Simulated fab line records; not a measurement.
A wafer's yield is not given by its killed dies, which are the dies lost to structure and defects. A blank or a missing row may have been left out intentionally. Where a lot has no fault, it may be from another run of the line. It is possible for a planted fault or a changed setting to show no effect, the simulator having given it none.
fab line records :: flow n5Finfet
record:
  lots: 4
  wafers: 12
  lastDay: 19
route steps=1938 shown HKMG_FIN@401 BEOL_M4@1111 PASSIVATION@1936
lots that met no fault: taken from a fault-free run of the same line
startH: start of the lot's first displayed wafer, in hours after the record's first day :: waitH: hours elapsed since this lot's preceding step :: " unchanged from the row above :: L1.1+2: several wafers, shown together as one row :: - no value, or no start was given :: * or withheld: withheld :: < > ~ a bound
route shown NAME@n: names a module that has steps shown in the file, with the first one's number in the route :: usual: the fault-free wafers' mean and standard deviation :: same: alike in all rows :: chamber/n: place in a boat :: sites: the reading at each site :: _std_site: the standard deviation of these :: _edge_site: outer sites' mean less inner sites' :: radiusMm: how far each site lies from the wafer's centre :: mask NAME#n: copy n :: behind: the tool/chamber that last shaped the wafer :: hold: cause of the lot's hold/its duration in hours/its outcome :: device: the n, p or np transistor that did not switch :: end of line: the tests these same wafers got at the end of their route :: a step given without rows: its recipe and nothing more :: killed: at the first sort, the dies lost to defects and structure; wafer yield is something else :: map: a wafer's dies, x killed, . not, _ none there
set.NAME: the setting as run; set.NAME@STEP: as run at that earlier step :: model.NAME: the simulator's own value behind a step, which no gauge read
a table for each step, a row for each wafer; lots at some steps of the route
services: the hour from which a tool's chamber was out of use, counted from the record's first day as startH (under 0 if before that day), plus the number of hours and why
== steps ==
step: N5_HKMG_FIN_DESCUM_53
recipe:
  chemistry: O2
  timeS: 7.9
  sourcePowerW: 50
  biasPowerW: 20
  pressureMtorr: 20
  rfFrequencyHz: 2.712e+07
  tempC: 40
  resist: CAR-ArF
  o2FlowSccm: 225
step: N5_HKMG_FIN_ETCH_54
recipe:
  chemistry: CF4
  target: SiARC
  targetDepthA: 455
  maskMaterial: CAR-ArF
  timeS: 75.8
  ionEnergyEv: 80
  pressureMtorr: 40
  sourceW: 545
  biasW: 36
  Ar_flow_sccm: 100
  cf4FlowSccm: 100
  ends: cleared
step: N5_HKMG_FIN_ETCH_55
recipe:
  chemistry: N2/H2
  target: SOC
  targetDepthA: 2400
  tempC: 40
  timeS: 300
  ionEnergyEv: 200
  maskMaterial: SiARC
  pressureMtorr: 30
  sourceW: 840
  biasW: 150
  n2FlowSccm: 200
  h2FlowSccm: 200
step: N5_HKMG_FIN_STRIP_56
recipe:
  chemistry: N2/H2
  tempC: 40
  n2FlowSccm: 200
  h2FlowSccm: 200
  rfFrequencyHz: 6e+07
step: N5_HKMG_FIN_STRIP_57
recipe:
  chemistry: CF4
  resist: SiARC
  powerW: 300
  biasPowerW: 75
  pressureMtorr: 50
  cf4FlowSccm: 150
  rfFrequencyHz: 6e+07
step: N5_HKMG_FIN_ETCH_58
recipe:
  chemistry: N2/H2
  target: SOC
  targetDepthA: 2158
  ionEnergyEv: 50
  biasW: 13
  timeS: 741
  pressureMtorr: 30
  sourceW: 875
  n2FlowSccm: 200
  h2FlowSccm: 200
step: N5_HKMG_FIN_STRIP_93
recipe:
  chemistry: N2/H2
  material: SOC
  timeS: 20
  powerW: 500
  tempC: 40
  pressureMtorr: 50
  rfFrequencyHz: 6e+07
  biasPowerW: 8
  h2Frac: 0.5
  n2FlowSccm: 300
  h2FlowSccm: 300
step: N5_HKMG_FIN_WET_ETCH_76
recipe:
  chemistry: dNH4OH
  mix: 1:50
  tempC: 25
  target: Al2O3
  stopOn: La2O3
  targetDepthNm: 2.25
  dry: ipaMarangoni
  rinseTimeS: 30
  rinseTempC: 23
step: N5_HKMG_FIN_STRIP_60
recipe:
  chemistry: N2/H2
  powerW: 2500
  tempC: 300
  h2Frac: 0.65
  timeS: 360
  pressureMtorr: withheld
  n2FlowSccm: 1750
  h2FlowSccm: 3250
step: N5_HKMG_FIN_WET_ETCH_77
recipe:
  chemistry: dHCl
  mix: 1:10000
  tempC: 25
  target: La2O3
  stopOn: HfO2
  targetDepthNm: 2
step: N5_HKMG_FIN_WET_ETCH_78
recipe:
  chemistry: dNH4OH
  mix: 1:50
  tempC: 25
  target: Al2O3
  stopOn: La2O3
  targetDepthNm: 4.5
  dry: ipaMarangoni
  rinseTimeS: 30
  rinseTempC: 23
step: N5_HKMG_FIN_ALD_79
recipe:
  material: TiN
  targetThkA: 15
  tempC: 400
  aldPrecursorFamily: TiCl4
  aldCoReactant: NH3
  pulseTimeS: 1
  purgeTimeS: 3
  coReactantPurgeTimeS: 2
  coReactantPulseTimeS: 2
  aldCycles: 68
  pressureTorr: 3
step: N5_HKMG_FIN_CVD_62
recipe:
  material: a-Si
  targetThkA: 30
  tempC: 500
  precursor: Si2H6
  pressureTorr: 1
  timeS: 20.8
usual:
  heaterPowerW: 1451/200
  susceptorTempC: 500.03/0.23
lot.wafer: L252.1
tool: thermalCvdSi-02
chamber: 2
startH: 108.74
waitH: 0.2
heaterPowerW: 1324
susceptorTempC: 500.21

lot.wafer: L252.2
tool: thermalCvdSi-02
chamber: 0
startH: 108.74
waitH: 0.2
heaterPowerW: 1766
susceptorTempC: 500.00

lot.wafer: L252.3
tool: thermalCvdSi-02
chamber: 2
startH: 108.74
waitH: 0.2
heaterPowerW: 1296
susceptorTempC: 499.77

lot.wafer: L260.1
tool: thermalCvdSi-02
chamber: 0
startH: 158.33
waitH: 0.2
heaterPowerW: 1833
susceptorTempC: 499.92

lot.wafer: L260.4
tool: thermalCvdSi-02
chamber: 0
startH: 158.33
waitH: 0.2
heaterPowerW: 1861
susceptorTempC: 500.10

lot.wafer: L260.5
tool: thermalCvdSi-02
chamber: 1
startH: 158.33
waitH: 0.2
heaterPowerW: 1537
susceptorTempC: 499.96

lot.wafer: L262.4
tool: thermalCvdSi-02
chamber: 2
startH: 168.93
waitH: 0.2
heaterPowerW: 1322
susceptorTempC: 499.71

lot.wafer: L262.5
tool: thermalCvdSi-02
chamber: 0
startH: 168.93
waitH: 0.2
heaterPowerW: 1818
susceptorTempC: 500.54

lot.wafer: L262.6
tool: thermalCvdSi-02
chamber: 1
startH: 168.93
waitH: 0.2
heaterPowerW: 1601
susceptorTempC: 500.27

lot.wafer: L267.1
tool: thermalCvdSi-01
chamber: 1
startH: 201.17
waitH: 0.2
heaterPowerW: 1498
susceptorTempC: 499.82

lot.wafer: L267.4
tool: thermalCvdSi-01
chamber: 1
startH: 201.17
waitH: 0.2
heaterPowerW: 1522
susceptorTempC: 500.24

lot.wafer: L267.6
tool: thermalCvdSi-01
chamber: 0
startH: 201.17
waitH: 0.2
heaterPowerW: 1235
susceptorTempC: 499.86
step: N5_HKMG_FIN_RTA_80
recipe:
  tempC: withheld
  timeS: 2
  ambient: N2
  idleTempC: 600
  rampUpCPerS: 150
  rampDownCPerS: 60
  coolToC: 600
step: N5_HKMG_FIN_PRECLEAN_64
recipe:
  chemistry: dHF
  timeS: 30
  tempC: 25
  dilution: withheld
step: N5_HKMG_FIN_WET_ETCH_65
recipe:
  chemistry: TMAH
  tempC: 70
  concWtPct: 5
  target: a-Si
  stopOn: TiN
  timeS: 49
  targetDepthNm: 3
step: N5_HKMG_FIN_WET_ETCH_81
recipe:
  chemistry: SC1
  target: TiN
  stopOn: HfO2
  mix: 1:1:5
  tempC: 60
  timeS: 57
  targetDepthNm: 6
step: N5_HKMG_FIN_WET_ETCH_82
recipe:
  chemistry: dHCl
  mix: 1:10000
  tempC: 25
  target: La2O3
  stopOn: HfO2
  targetDepthNm: 2
  dry: ipaMarangoni
  rinseTimeS: 30
  rinseTempC: 23
step: N5_HKMG_FIN_ALD_36
recipe:
  material: TiN
  targetThkA: 10
  tempC: 400
  aldPrecursorFamily: TiCl4
  aldCoReactant: NH3
  pulseTimeS: 1
  purgeTimeS: 3
  coReactantPurgeTimeS: 2
  coReactantPulseTimeS: 2
  aldCycles: 47
  pressureTorr: 3
step: N5_HKMG_FIN_PWFM_ALD_03
recipe:
  material: TiN
  targetThkA: 20
  tempC: 400
  aldPrecursorFamily: TiCl4
  aldCoReactant: NH3
  pulseTimeS: 1
  purgeTimeS: 3
  coReactantPurgeTimeS: 2
  coReactantPulseTimeS: 2
  aldCycles: 91
  pressureTorr: 3
step: N5_HKMG_FIN_COAT_29
recipe:
  resist: SOC
  tempC: 250
  timeS: 60
  spinRpm: 1500
  resistThkNm: 300
step: N5_HKMG_FIN_COAT_30
recipe:
  resist: SiARC
  tempC: 220
  timeS: 60
  spinRpm: 1500
  resistThkNm: 35
step: N5_HKMG_FIN_COAT_06
recipe:
  resist: CAR-ArF
  spinRpm: 1500
  resistThkNm: 90
step: N5_HKMG_FIN_EBR_08
recipe:
  solvent: PGMEA
  ebrWidthMm: 1.5
step: N5_HKMG_FIN_SOFTBAKE_07
recipe:
  tempC: 110
  timeS: 60
  resist: CAR-ArF
step: N5_HKMG_FIN_EXPOSE_09
recipe:
  maskId: NWFM
  na: 1.35
  sourceShape: conventional
  sigmaOuter: 0.8
  polarization: unpolarized
  doseMj: 39.25
step: N5_HKMG_FIN_PEB_10
recipe:
  pebTempC: withheld
  pebTimeS: 60
  resist: CAR-ArF
step: N5_HKMG_FIN_DEVELOP_11
recipe:
  developTimeS: 30
  developer: TMAH
  resist: CAR-ArF
  devTempC: 23
  rinseLiquid: diw
  dry: airSpin
step: N5_HKMG_FIN_INSPECT_14
recipe:
  mode: adi
  inspectInstrument: macro
usual:
  rawDefectCount: 2.1/1.5
lot.wafer: L252.1
tool: defectInspect-01
chamber: -
startH: 110.40
waitH: 0.0
rawDefectCount: 3

lot.wafer: L252.2
tool: defectInspect-01
chamber: -
startH: 110.40
waitH: 0.0
rawDefectCount: 3

lot.wafer: L252.3
tool: defectInspect-01
chamber: -
startH: 110.40
waitH: 0.0
rawDefectCount: 3

lot.wafer: L260.1
tool: defectInspect-01
chamber: -
startH: 159.97
waitH: 0.0
rawDefectCount: >300

lot.wafer: L260.4
tool: defectInspect-01
chamber: -
startH: 159.97
waitH: 0.0
rawDefectCount: >300

lot.wafer: L260.5
tool: defectInspect-01
chamber: -
startH: 159.97
waitH: 0.0
rawDefectCount: 1

lot.wafer: L262.4
tool: defectInspect-01
chamber: -
startH: 170.49
waitH: 0.0
rawDefectCount: 1

lot.wafer: L262.5
tool: defectInspect-01
chamber: -
startH: 170.49
waitH: 0.0
rawDefectCount: >300

lot.wafer: L262.6
tool: defectInspect-01
chamber: -
startH: 170.49
waitH: 0.0
rawDefectCount: 0

lot.wafer: L267.1
tool: defectInspect-01
chamber: -
startH: 202.70
waitH: 0.0
rawDefectCount: 5

lot.wafer: L267.4
tool: defectInspect-01
chamber: -
startH: 202.70
waitH: 0.0
rawDefectCount: 1

lot.wafer: L267.6
tool: defectInspect-01
chamber: -
startH: 202.70
waitH: 0.0
rawDefectCount: 0
step: N5_HKMG_FIN_DESCUM_17
recipe:
  chemistry: O2
  timeS: 7.9
  sourcePowerW: 50
  biasPowerW: 20
  pressureMtorr: 20
  rfFrequencyHz: 2.712e+07
  tempC: 40
  resist: CAR-ArF
  o2FlowSccm: 225
step: N5_BEOL_M4_RC_MEAS_101
usual:
  DIBL_N: 36.0/1.4
  DIBL_P: 36.1/1.4
  IOFF_N: 0.153/0.02
  IOFF_P: 0.211/0.026
  ION_N: 673/8.7
  ION_P: 463/6.7
  SS_N: 71.5/0.5
  SS_P: 73.3/0.54
  VT_N: 250.1/2.4
  VT_P: -250.2/2.9
lot.wafer: L252.1
tool: prober-01
chamber: 0
startH: 216.60
waitH: 0.0
DIBL_N[mV/V]: 35.3
DIBL_P[mV/V]: 35.2
IOFF_N[nA/um]: 0.137
IOFF_P[nA/um]: 0.193
ION_N[uA/um]: 664
ION_P[uA/um]: 466
SS_N[mV/dec]: 70.8
SS_P[mV/dec]: 72.7
VT_N[mV]: 252.2
VT_P[mV]: -252.2

lot.wafer: L252.2
tool: prober-01
chamber: 0
startH: 216.60
waitH: 0.0
DIBL_N[mV/V]: 35.2
DIBL_P[mV/V]: 34.2
IOFF_N[nA/um]: 0.129
IOFF_P[nA/um]: 0.185
ION_N[uA/um]: 658
ION_P[uA/um]: 459
SS_N[mV/dec]: 71.5
SS_P[mV/dec]: 72.5
VT_N[mV]: 253.1
VT_P[mV]: -250.6

lot.wafer: L252.3
tool: prober-01
chamber: 0
startH: 216.60
waitH: 0.0
DIBL_N[mV/V]: 36.4
DIBL_P[mV/V]: 36.3
IOFF_N[nA/um]: 0.150
IOFF_P[nA/um]: 0.212
ION_N[uA/um]: 670
ION_P[uA/um]: 460
SS_N[mV/dec]: 71.0
SS_P[mV/dec]: 72.7
VT_N[mV]: 250.4
VT_P[mV]: -248.7

lot.wafer: L260.1
tool: prober-02
chamber: 0
startH: 271.79
waitH: 1.4
DIBL_N[mV/V]: 34.5
DIBL_P[mV/V]: 34.3
IOFF_N[nA/um]: 0.134
IOFF_P[nA/um]: 0.199
ION_N[uA/um]: 672
ION_P[uA/um]: 467
SS_N[mV/dec]: 71.8
SS_P[mV/dec]: 73.4
VT_N[mV]: 251.5
VT_P[mV]: -248.4

lot.wafer: L260.4
tool: prober-02
chamber: 0
startH: 271.79
waitH: 1.4
DIBL_N[mV/V]: 34.0
DIBL_P[mV/V]: 33.9
IOFF_N[nA/um]: 0.131
IOFF_P[nA/um]: 0.188
ION_N[uA/um]: 669
ION_P[uA/um]: 465
SS_N[mV/dec]: 70.9
SS_P[mV/dec]: 72.5
VT_N[mV]: 252.3
VT_P[mV]: -250.5

lot.wafer: L260.5
tool: prober-02
chamber: 0
startH: 271.79
waitH: 1.4
DIBL_N[mV/V]: 35.9
DIBL_P[mV/V]: 36.6
IOFF_N[nA/um]: 0.166
IOFF_P[nA/um]: 0.235
ION_N[uA/um]: 681
ION_P[uA/um]: 467
SS_N[mV/dec]: 71.4
SS_P[mV/dec]: 74.6
VT_N[mV]: 247.2
VT_P[mV]: -245.9

lot.wafer: L262.4
tool: prober-01
chamber: 0
startH: 291.73
waitH: 0.5
DIBL_N[mV/V]: 36.8
DIBL_P[mV/V]: 37.5
IOFF_N[nA/um]: 0.189
IOFF_P[nA/um]: 0.276
ION_N[uA/um]: 698
ION_P[uA/um]: 482
SS_N[mV/dec]: 71.5
SS_P[mV/dec]: 74.5
VT_N[mV]: 244.0
VT_P[mV]: -241.7

lot.wafer: L262.5
tool: prober-01
chamber: 0
startH: 291.73
waitH: 0.5
DIBL_N[mV/V]: 36.2
DIBL_P[mV/V]: 36.2
IOFF_N[nA/um]: 0.172
IOFF_P[nA/um]: 0.265
ION_N[uA/um]: 692
ION_P[uA/um]: 478
SS_N[mV/dec]: 71.7
SS_P[mV/dec]: 74.0
VT_N[mV]: 245.9
VT_P[mV]: -241.8

lot.wafer: L262.6
tool: prober-01
chamber: 0
startH: 291.73
waitH: 0.5
DIBL_N[mV/V]: 37.4
DIBL_P[mV/V]: 36.9
IOFF_N[nA/um]: 0.185
IOFF_P[nA/um]: 0.277
ION_N[uA/um]: 698
ION_P[uA/um]: 487
SS_N[mV/dec]: 71.7
SS_P[mV/dec]: 73.3
VT_N[mV]: 245.9
VT_P[mV]: -243.3

lot.wafer: L267.1
tool: prober-02
chamber: 0
startH: 347.03
waitH: 0.0
DIBL_N[mV/V]: 36.1
DIBL_P[mV/V]: 37.5
IOFF_N[nA/um]: 0.152
IOFF_P[nA/um]: 0.214
ION_N[uA/um]: 673
ION_P[uA/um]: 459
SS_N[mV/dec]: 71.5
SS_P[mV/dec]: 74.0
VT_N[mV]: 247.8
VT_P[mV]: -249.9

lot.wafer: L267.4
tool: prober-02
chamber: 0
startH: 347.03
waitH: 0.0
DIBL_N[mV/V]: 33.3
DIBL_P[mV/V]: 34.2
IOFF_N[nA/um]: 0.121
IOFF_P[nA/um]: 0.162
ION_N[uA/um]: 657
ION_P[uA/um]: 454
SS_N[mV/dec]: 70.7
SS_P[mV/dec]: 72.6
VT_N[mV]: 253.6
VT_P[mV]: -255.8

lot.wafer: L267.6
tool: prober-02
chamber: 0
startH: 347.03
waitH: 0.0
DIBL_N[mV/V]: 34.1
DIBL_P[mV/V]: 35.2
IOFF_N[nA/um]: 0.128
IOFF_P[nA/um]: 0.177
ION_N[uA/um]: 661
ION_P[uA/um]: 459
SS_N[mV/dec]: 70.7
SS_P[mV/dec]: 73.0
VT_N[mV]: 251.8
VT_P[mV]: -254.9
step: N5_PASSIVATION_PROBE_49
usual:
  defectLimitedYield: 91.2/1.4
  killed_at_M0_to_M3: 34/9.7
  killed_at_M4_up: 14/5.2
  killedAtContacts: 13/6.7
  killedAtFrontEnd: 39/11
  killedAtOther: 3.6/2.6
  killedDies: 104/17
  killedOnRim: 13/3.8
  killedOpen: 69/12
  killedShort: 34/8.2
  sort_bin_5_function: 5.3/0.89
  sort_bin_6_memory: 3.2/0.69
  sortNPass: 1076/17
  sortYieldPct: 91.2/1.4
same:
  grossDies: 1180
  killedAtBackSide: 0
  sort_bin_4_leakage[%]: 0
  sort_bin_8_speed[%]: 0
lot.wafer: L252.1
tool: prober-02
chamber: -
startH: 323.80
waitH: 0.0
defectLimitedYield[%]: 92.5
killed_at_M0_to_M3: 28
killed_at_M4_up: 23
killedAtContacts: 7
killedAtFrontEnd: 25
killedAtOther: 5
killedDies: 88
killedOnRim: 5
killedOpen: 65
killedShort: 21
sort_bin_5_function[%]: 4.4
sort_bin_6_memory[%]: 3.0
sortNPass: 1092
sortYieldPct[%]: 92.5

lot.wafer: L252.2
tool: prober-02
chamber: -
startH: 323.85
waitH: 0.1
defectLimitedYield[%]: 88.0
killed_at_M0_to_M3: 51
killed_at_M4_up: 23
killedAtContacts: 16
killedAtFrontEnd: 42
killedAtOther: 10
killedDies: 142
killedOnRim: 12
killedOpen: 89
killedShort: 49
sort_bin_5_function[%]: 8.0
sort_bin_6_memory[%]: 3.4
sortNPass: 1038
sortYieldPct[%]: 88.0

lot.wafer: L252.3
tool: prober-02
chamber: -
startH: 323.90
waitH: 0.1
defectLimitedYield[%]: 91.2
killed_at_M0_to_M3: 26
killed_at_M4_up: 27
killedAtContacts: 21
killedAtFrontEnd: 26
killedAtOther: 4
killedDies: 104
killedOnRim: 12
killedOpen: 74
killedShort: 30
sort_bin_5_function[%]: 5.2
sort_bin_6_memory[%]: 3.4
sortNPass: 1076
sortYieldPct[%]: 91.2

lot.wafer: L260.1
tool: prober-02
chamber: -
startH: 401.26
waitH: 0.0
defectLimitedYield[%]: 87.3
killed_at_M0_to_M3: 35
killed_at_M4_up: 14
killedAtContacts: 14
killedAtFrontEnd: 84
killedAtOther: 3
killedDies: 150
killedOnRim: 29
killedOpen: 60
killedShort: 23
sort_bin_5_function[%]: 8.8
sort_bin_6_memory[%]: 2.7
sortNPass: 1030
sortYieldPct[%]: 87.3

lot.wafer: L260.4
tool: prober-02
chamber: -
startH: 401.41
waitH: 0.2
defectLimitedYield[%]: 85.7
killed_at_M0_to_M3: 30
killed_at_M4_up: 18
killedAtContacts: 28
killedAtFrontEnd: 92
killedAtOther: 1
killedDies: 169
killedOnRim: 27
killedOpen: 60
killedShort: 39
sort_bin_5_function[%]: 8.8
sort_bin_6_memory[%]: 4.2
sortNPass: 1011
sortYieldPct[%]: 85.7

lot.wafer: L260.5
tool: prober-02
chamber: -
startH: 401.46
waitH: 0.2
defectLimitedYield[%]: 92.2
killed_at_M0_to_M3: 33
killed_at_M4_up: 21
killedAtContacts: 19
killedAtFrontEnd: 15
killedAtOther: 4
killedDies: 92
killedOnRim: 10
killedOpen: 59
killedShort: 32
sort_bin_5_function[%]: 4.7
sort_bin_6_memory[%]: 2.9
sortNPass: 1088
sortYieldPct[%]: 92.2

lot.wafer: L262.4
tool: prober-02
chamber: -
startH: 402.28
waitH: 0.2
defectLimitedYield[%]: 92.6
killed_at_M0_to_M3: 23
killed_at_M4_up: 11
killedAtContacts: 14
killedAtFrontEnd: 34
killedAtOther: 5
killedDies: 87
killedOnRim: 16
killedOpen: 66
killedShort: 19
sort_bin_5_function[%]: 4.2
sort_bin_6_memory[%]: 3.0
sortNPass: 1093
sortYieldPct[%]: 92.6

lot.wafer: L262.5
tool: prober-02
chamber: -
startH: 402.33
waitH: 0.2
defectLimitedYield[%]: 84.5
killed_at_M0_to_M3: 42
killed_at_M4_up: 17
killedAtContacts: 5
killedAtFrontEnd: 114
killedAtOther: 5
killedDies: 183
killedOnRim: 31
killedOpen: 82
killedShort: 33
sort_bin_5_function[%]: 8.5
sort_bin_6_memory[%]: 5.3
sortNPass: 997
sortYieldPct[%]: 84.5

lot.wafer: L262.6
tool: prober-02
chamber: -
startH: 402.38
waitH: 0.3
defectLimitedYield[%]: 88.7
killed_at_M0_to_M3: 41
killed_at_M4_up: 14
killedAtContacts: 15
killedAtFrontEnd: 60
killedAtOther: 3
killedDies: 133
killedOnRim: 18
killedOpen: 87
killedShort: 42
sort_bin_5_function[%]: 6.5
sort_bin_6_memory[%]: 4.2
sortNPass: 1047
sortYieldPct[%]: 88.7

lot.wafer: L267.1
tool: prober-01
chamber: -
startH: 452.13
waitH: 0.0
defectLimitedYield[%]: 91.0
killed_at_M0_to_M3: 43
killed_at_M4_up: 12
killedAtContacts: 15
killedAtFrontEnd: 34
killedAtOther: 2
killedDies: 106
killedOnRim: 10
killedOpen: 66
killedShort: 40
sort_bin_5_function[%]: 4.7
sort_bin_6_memory[%]: 3.7
sortNPass: 1074
sortYieldPct[%]: 91.0

lot.wafer: L267.4
tool: prober-01
chamber: -
startH: 452.28
waitH: 0.2
defectLimitedYield[%]: 92.0
killed_at_M0_to_M3: 26
killed_at_M4_up: 11
killedAtContacts: 12
killedAtFrontEnd: 42
killedAtOther: 3
killedDies: 94
killedOnRim: 10
killedOpen: 59
killedShort: 34
sort_bin_5_function[%]: 4.1
sort_bin_6_memory[%]: 3.5
sortNPass: 1086
sortYieldPct[%]: 92.0

lot.wafer: L267.6
tool: prober-01
chamber: -
startH: 452.38
waitH: 0.3
defectLimitedYield[%]: 91.4
killed_at_M0_to_M3: 37
killed_at_M4_up: 10
killedAtContacts: 16
killedAtFrontEnd: 26
killedAtOther: 12
killedDies: 101
killedOnRim: 15
killedOpen: 61
killedShort: 40
sort_bin_5_function[%]: 5.3
sort_bin_6_memory[%]: 3.1
sortNPass: 1079
sortYieldPct[%]: 91.4
killed by level:class
L252.1 BEOL_M3:geometricParticle:open=11 BEOL_M4:geometricParticle:open=9 STI_FIN_REVEAL:geometricParticle:open=7 BEOL_M0_SAQP:geometricParticle:open=6 FIN_SAQP:geometricParticle:short=5 FIN_SAQP:geometricParticle:open=5 BEOL_M5:geometricParticle:open=5 MOL_CONTACT_COAG:geometricParticle:open=5
L252.2 MOL_CONTACT_COAG:geometricParticle:open=15 BEOL_M4:geometricParticle:open=15 BEOL_M0_SAQP:geometricParticle:open=14 BEOL_M0_SAQP:geometricParticle:short=13 FIN_SAQP:geometricParticle:open=10 FIN_SAQP:geometricParticle:short=6 BEOL_M3:geometricParticle:open=6 BEOL_M2:geometricParticle:short=5
L252.3 MOL_CONTACT_COAG:geometricParticle:open=18 BEOL_M3:geometricParticle:open=6 DUMMY_GATE:geometricParticle:open=5 GATE_CUT:geometricParticle:short=5 BEOL_M4:geometricParticle:open=5 BEOL_M0_SAQP:geometricParticle:short=5 FIN_SAQP:geometricParticle:open=4 BEOL_M0_SAQP:geometricParticle:open=4
L260.1 HKMG_FIN:unspecified=66 MOL_CONTACT_COAG:geometricParticle:open=12 BEOL_M2:geometricParticle:open=11 BEOL_M4:geometricParticle:open=8 BEOL_M0:geometricParticle:open=7 BEOL_M0:geometricParticle:short=5 STI_FIN_REVEAL:geometricParticle:open=4 BEOL_M1:geometricParticle:open=4
L260.4 HKMG_FIN:unspecified=69 MOL_CONTACT_COAG:geometricParticle:open=23 BEOL_M0_SAQP:geometricParticle:short=10 FIN_SAQP:geometricParticle:short=6 BEOL_M4:geometricParticle:open=6 MOL_CONTACT_COAG:geometricParticle:short=5 BEOL_M0:geometricParticle:open=4 STARTING-WAFER:geometricParticle:short=4
L260.5 MOL_CONTACT_COAG:geometricParticle:open=15 BEOL_M0_SAQP:geometricParticle:short=9 BEOL_M4:geometricParticle:open=8 BEOL_M0_SAQP:geometricParticle:open=5 BEOL_M0:geometricParticle:open=5 DUMMY_GATE:geometricParticle:open=4 MOL_CONTACT_COAG:geometricParticle:short=4 BEOL_M2:geometricParticle:open=3
L262.4 MOL_CONTACT_COAG:geometricParticle:open=11 BEOL_M1:geometricParticle:open=8 BEOL_M3:geometricParticle:open=7 FIN_SAQP:geometricParticle:open=6 DUMMY_GATE:geometricParticle:open=6 GATE_CUT:geometricParticle:short=6 BEOL_M5:geometricParticle:open=5 SPACER0:geometricParticle:open=3
L262.5 HKMG_FIN:unspecified=68 FIN_SAQP:geometricParticle:open=11 BEOL_M2:geometricParticle:open=11 BEOL_M1:geometricParticle:open=8 STI_FIN_REVEAL:geometricParticle:open=7 BEOL_M0:geometricParticle:open=6 BEOL_M4:geometricParticle:open=6 FIN_CUT:geometricParticle:short=5
L262.6 FIN_SAQP:geometricParticle:open=18 FIN_SAQP:geometricParticle:short=14 MOL_CONTACT_COAG:geometricParticle:open=11 BEOL_M2:geometricParticle:open=9 BEOL_M1:geometricParticle:open=8 STI_FIN_REVEAL:geometricParticle:open=6 DUMMY_GATE:geometricParticle:open=6 BEOL_M0:geometricParticle:open=6
L267.1 BEOL_M2:geometricParticle:open=9 MOL_CONTACT_COAG:geometricParticle:open=9 BEOL_M0_SAQP:geometricParticle:short=8 BEOL_M3:geometricParticle:open=8 FIN_SAQP:geometricParticle:open=6 MOL_CONTACT_COAG:geometricParticle:short=6 BEOL_M1:geometricParticle:open=6 DUMMY_GATE:geometricParticle:open=5
L267.4 FIN_SAQP:geometricParticle:short=10 FIN_SAQP:geometricParticle:open=9 BEOL_M0_SAQP:geometricParticle:open=8 MOL_CONTACT_COAG:geometricParticle:open=7 STI_FIN_REVEAL:geometricParticle:open=5 BEOL_M2:geometricParticle:open=5 DUMMY_GATE:geometricParticle:open=4 MOL_CONTACT_COAG:geometricParticle:short=4
L267.6 MOL_CONTACT_COAG:geometricParticle:open=11 FIN_SAQP:geometricParticle:open=8 BEOL_M0_SAQP:geometricParticle:open=7 BEOL_M1:geometricParticle:open=7 BEOL_M0_SAQP:geometricParticle:short=7 FIN_SAQP:geometricParticle:short=5 MOL_CONTACT_COAG:geometricParticle:short=5 BEOL_M3:geometricParticle:short=4
map L260.4 (x killed, . not)
_________________............________________
______________x.xx.........x...._____________
___________xxxxxxx................x__________
__________xxxxxxxxxx...x....x......._________
________xxxxxxxxx.................xx.._______
_______xxxxxxxxxxx.....................______
______.xxxxxxxxxx........x..x.......x..._____
_____x.xxxxxxxx.x...x....x...x....x......____
____.....xxxx........x....................___
___......x.xxxx..x......x............xx.x..__
___x...x...x.x..x............x.x...x.....x.__
__....x...x............x.x.x................_
__x...........x.............x..............x_
_..............x.......................x..x..
_..............................x...x..x..x...
_....................xx..xx.....x............
_...x..x.............x.......................
_........x........x....x.....................
_........x...............x........x.x........
_....................................x.......
_....xx................x...x.................
__...x.............x..................xx...._
__............xx............................_
___x.x..........x........x...........x.....__
___....x.............x........x............__
____x.......x.x............x......xx......___
_____.........x..x.......x...............____
______.......x.........................._____
_______..x.........x.x....x............______
________.............................._______
__________.........................._________
___________.x........x...x.........__________
______________.x.......x...x...._____________
_________________........x..x________________
map L262.5 (x killed, . not)
_________________............________________
______________xxx..............x_____________
___________xxxxxxx.................__________
__________xxxxxxx..................._________
________xxxxxxxxxx.x.x..x.....x......._______
_______xxxxxxxxxxx.......x...x........x______
______xxxxxxxxxxxx...........x........x._____
_____..xxxxxx.xx...............x........x____
____...xxxxxx....x.................xx.....___
___...............x....x..........x........__
___.......xxx...x.....x....................__
__...x..x.....x....x..x....................._
__.x.......xx.......x............x....xx.x.x_
_.....x............x....xx.....x.....xx......
_.......x....x.....x......xx.................
_....x.x...........x.x.......................
_...x.........x..............................
_x......x..x....x......x.......xx............
_.............x..x..........................x
_xx..........x...........x.....x.........x...
_.x......x......x......x......x..............
__x.....x..x......................x.....xx.._
__...x...x.x....................xx.x........_
___.............x.x.............x....x.....__
___...x.................x.xxxx.............__
____...x..............x..x.....x.......x..___
_____x.........................x.....x.x.____
______.........x........................_____
_______...............x..x...........x.______
________.........................x...._______
__________................xx........_________
___________...............x....x...__________
______________.......x.x........_____________
_________________..x.........________________
== services ==
tool: thermalCvdSi-02
chamber: 1
startH: 94.92
hours: 17.9
kind: repair
== key ==
firstSign:
  step: N5_HKMG_FIN_INSPECT_14
  reading: rawDefectCount
  direction: up
  sigmas: 99+
  usual: 2.1
  struck: >300
effect:
  step: N5_PASSIVATION_PROBE_49
  reading: killedAtFrontEnd
  direction: up
  sigmas: 5.4
  usual: 39
  struck: 97
moreKillsBornAt:
  N5_HKMG_FIN_CVD_62@thermalCvdSi-02: 203
metAt N5_HKMG_FIN_CVD_62
struckWafers L260.1,L260.4,L262.5
onsetBetween 108.74 158.33
fault:
  kind: chamberParticleSource
  tool: thermalCvdSi-02
  chamber: 0
  onsetH: 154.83
  steps: N5_HKMG_FIN_CVD_62
  ratePerVisitCm2: 0.57714
  endH: 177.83
